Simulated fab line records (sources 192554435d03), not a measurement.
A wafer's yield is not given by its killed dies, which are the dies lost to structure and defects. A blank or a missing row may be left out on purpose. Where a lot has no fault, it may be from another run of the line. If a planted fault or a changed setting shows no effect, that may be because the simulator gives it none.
Matching of chambers | flow n5Finfet | 4 sister chambers for N5_BEOL_M6_CMP_52 on cmp-04
The step polishes, stops on SiCOH lowk, t overpolish 6.9 s, target thk 80 nm. 16 wafers are shown with their chamber, then 8 later ones without.

WAFERS WITH THEIR CHAMBER
wafer  | chamber | motorCurrentA (A) | platenRpm (rpm) | clearingPlatenDownForcePsi (psi)
L074.1 | 2       | 6.1               | 50.00           | 1.498
L074.3 | 1       | 7.1               | 49.96           | 1.496
L074.5 | 1       | 6.9               | 50.00           | 1.499
L076.4 | 3       | 6.5               | 50.00           | 1.498
L076.5 | 1       | 7.0               | 50.03           | 1.502
L076.6 | 2       | 6.3               | 49.98           | 1.506
L079.1 | 3       | 6.7               | 49.99           | 1.499
L079.3 | 0       | 5.9               | 49.97           | 1.502
L079.4 | 2       | 6.2               | 49.99           | 1.504
L080.3 | 2       | 5.9               | 49.96           | 1.501
L080.4 | 1       | 7.2               | 50.03           | 1.497
L080.5 | 1       | 6.7               | 50.01           | 1.502
L083.2 | 0       | 5.5               | 49.96           | 1.502
L083.3 | 1       | 7.2               | 50.00           | 1.498
L083.4 | 2       | 5.8               | 50.01           | 1.496
L085.1 | 1       | 6.9               | 50.01           | 1.501

SIGNATURES (averages over the wafers above)
reading                    | chamber 0 | chamber 1 | chamber 2 | chamber 3 | scatter within a chamber
motorCurrentA              | 5.700     | 7.000     | 6.060     | 6.600     | 0.198
platenRpm                  | 49.9650   | 50.0057   | 49.9880   | 49.9950   | 0.0203
clearingPlatenDownForcePsi | 1.50200   | 1.49929   | 1.50100   | 1.49850   | 0.00294
Rule: a wafer's distance from a chamber is the root of the sum, over the readings, of the square of ((its reading less the chamber's mean) divided by the reading's scatter). If the next closest chamber is less than 2 further off than the closest, the wafer can't be placed; otherwise it belongs to the closest. The scatter is the square root of a quotient: the sum, over the shown wafers, of each reading's squared deviation from its chamber's mean, divided by wafers minus chambers.

WAFERS WHOSE CHAMBER IS MISSING
wafer  | motorCurrentA (A) | platenRpm (rpm) | clearingPlatenDownForcePsi (psi)
L085.2 | 6.2               | 49.93           | 1.502
L085.6 | 6.0               | 50.00           | 1.499
L088.2 | 5.9               | 50.02           | 1.499
L088.5 | 6.9               | 49.97           | 1.505
L088.6 | 5.8               | 50.00           | 1.503
L089.1 | 6.1               | 49.95           | 1.500
L089.2 | 7.1               | 50.00           | 1.498
L089.3 | 6.6               | 49.98           | 1.506

CHAMBER TAKEN BY EACH
wafer  | from the rows above          | in truth
L085.2 | can't be placed: 2 or 0 or 3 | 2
L085.6 | can't be placed: 2 or 0      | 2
L088.2 | can't be placed: 2 or 0 or 3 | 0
L088.5 | can't be placed: 1 or 3 or 2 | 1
L088.6 | can't be placed: 2 or 0      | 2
L089.1 | can't be placed: 2 or 0 or 3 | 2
L089.2 | can't be placed: 1 or 3      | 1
L089.3 | can't be placed: 3 or 2 or 1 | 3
0 of 8 placed correctly. Unplaceable from these rows: 8, with the true chamber sitting among the candidates in 8. Placed wrongly: 0.
